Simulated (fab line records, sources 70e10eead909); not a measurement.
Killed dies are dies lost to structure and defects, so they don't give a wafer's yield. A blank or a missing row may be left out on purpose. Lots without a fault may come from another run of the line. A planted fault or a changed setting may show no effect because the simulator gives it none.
Which tool did it? | flow nand_harc | 14 lots, 42 wafers sampled, at 4 steps of a route of 1302

WHAT THE GAUGES READ, wafer by wafer
NHARC_A_DECK1_JOINT_INSPECT_05.
lot  | measured     | on                | raw_defect_count
L742 | day 12 18:55 | defect_inspect-01 | 336 317 461
L743 | day 12 18:55 | defect_inspect-02 | 542 672 513
L744 | day 13 09:49 | defect_inspect-01 | 275 168 249
L746 | day 14 02:58 | defect_inspect-02 | 299 408 320
L745 | day 14 07:01 | defect_inspect-02 | 633 242 349
L747 | day 15 01:40 | defect_inspect-02 | 454 437 481
L749 | day 15 09:59 | defect_inspect-01 | 758 342 371
L750 | day 16 00:32 | defect_inspect-01 | 153 267 300
L753 | day 16 18:04 | defect_inspect-02 | 268 319 298
L759 | day 19 15:46 | defect_inspect-02 | 511 361 413
L760 | day 19 15:46 | defect_inspect-01 | 558 526 480
L763 | day 21 04:57 | defect_inspect-01 | 225 217 150
L764 | day 21 11:43 | defect_inspect-02 | 487 401 370
L765 | day 22 02:22 | defect_inspect-01 | 242 228 312

NHARC_A_ONON_D2_THK_MEAS_05: measures by ellipsometry.
lot  | measured     | on            | thk_nm (nm)
L742 | day 12 20:04 | film_metro-02 | 998 998 999
L743 | day 12 20:04 | film_metro-01 | 989 986 987
L744 | day 13 10:57 | film_metro-01 | 1013 1013 1014
L746 | day 14 04:07 | film_metro-01 | 1006 1004 1004
L745 | day 14 08:10 | film_metro-01 | 996 995 997
L747 | day 15 02:49 | film_metro-02 | 999 1001 999
L749 | day 15 11:07 | film_metro-02 | 1011 1012 1011
L750 | day 16 01:41 | film_metro-02 | 993 901 903
L753 | day 16 19:38 | film_metro-01 | 918 918 918
L759 | day 19 16:55 | film_metro-02 | 996 995 994
L760 | day 19 16:55 | film_metro-01 | 1010 1013 1012
L763 | day 21 06:05 | film_metro-01 | 1005 1005 1005
L764 | day 21 12:51 | film_metro-01 | 1005 1003 1003
L765 | day 22 03:31 | film_metro-02 | 997 997 998

NHARC_END_SORT_01.
lot  | measured     | on        | killed_at_array | killed_at_other | killed_at_periphery | killed_dies | killed_open | killed_short
L750 | day 28 05:26 | prober-01 | 25 663 672      | 2 3 1           | 1 11 4              | 28 677 677  | 2 3 4       | 3 2 1
L753 | day 29 16:59 | prober-02 | 669 671 672     | 3 1 1           | 5 5 4               | 677 677 677 | 7 4 3       | 1 1 1

WHICH TOOL RAN EACH LOT (tool, then ch and the chambers of the sampled wafers, then the start)
lot  | NHARC_A_ONON_D2_DEP_03
L742 | pecvd_onon-02 ch 0, day 12 19:32
L743 | pecvd_onon-01 ch 0, day 12 19:40
L744 | pecvd_onon-02 ch 0, day 13 10:34
L746 | pecvd_onon-02 ch 0, day 14 03:47
L745 | pecvd_onon-01 ch 0, day 14 07:42
L747 | pecvd_onon-04 ch 0, day 15 02:18
L749 | pecvd_onon-01 ch 0, day 15 10:37
L750 | pecvd_onon-01 ch 0, day 16 01:11
L753 | pecvd_onon-01 ch 0, day 16 19:14
L759 | pecvd_onon-01 ch 0, day 19 16:24
L760 | pecvd_onon-02 ch 0, day 19 16:25
L763 | pecvd_onon-04 ch 0, day 21 05:35
L764 | pecvd_onon-01 ch 0, day 21 12:20
L765 | pecvd_onon-01 ch 0, day 22 03:04
- NHARC_A_ONON_D2_DEP_03: target thk 1000 nm.

WHAT THE TOOLS THEMSELVES READ (means of the sampled wafers that have a number; where no wafer has one, the mark that the record gives instead)
NHARC_A_ONON_D2_DEP_03.
lot  | tool          | sih4_flow_sccm (sccm)
L742 | pecvd_onon-02 | 209.8
L743 | pecvd_onon-01 | 209.8
L744 | pecvd_onon-02 | 210.6
L746 | pecvd_onon-02 | 210.1
L745 | pecvd_onon-01 | 210.1
L747 | pecvd_onon-04 | 209.8
L749 | pecvd_onon-01 | 209.8
L750 | pecvd_onon-01 | 210.5
L753 | pecvd_onon-01 | 210.9
L759 | pecvd_onon-01 | 210.3
L760 | pecvd_onon-02 | 209.6
L763 | pecvd_onon-04 | 209.2
L764 | pecvd_onon-01 | 209.5
L765 | pecvd_onon-01 | 210.2

THE ANSWER, worked out from the rows above alone
Rule: what is usual is taken from the lots themselves. Put in order of their means at a reading, lots are off if they are a third of the lots or fewer, leave a main group of 4 or more, and stand apart from it by a gap of 3 or more times the standard deviation of the main group's means; of several such gaps the widest counts. A main group whose means are all the same, to the digits that the tables above print for the reading, isn't used. A lot without any number at a reading at which 4 lots or more have one is off too. The other lots that the step has rows for count as sound. The gauges are gone through in route order, then the tools' own readings, and for those a lot's mean is taken as printed above. The first step at which some lot is off is used, and at that step the reading that is off furthest; a lot without a number counts as furthest.
Off: L750, L753, at NHARC_A_ONON_D2_THK_MEAS_05 (thk_nm). The main group: mean 1002 nm, standard deviation 7.5.
A tool fits if, at a process step before that reading, it ran every lot that is off, and no sound lot after the first of them. The gauges at NHARC_A_ONON_D2_THK_MEAS_05 are tried like those tools. None of those tried fits.

WHAT THE SIMULATOR HAD PUT IN
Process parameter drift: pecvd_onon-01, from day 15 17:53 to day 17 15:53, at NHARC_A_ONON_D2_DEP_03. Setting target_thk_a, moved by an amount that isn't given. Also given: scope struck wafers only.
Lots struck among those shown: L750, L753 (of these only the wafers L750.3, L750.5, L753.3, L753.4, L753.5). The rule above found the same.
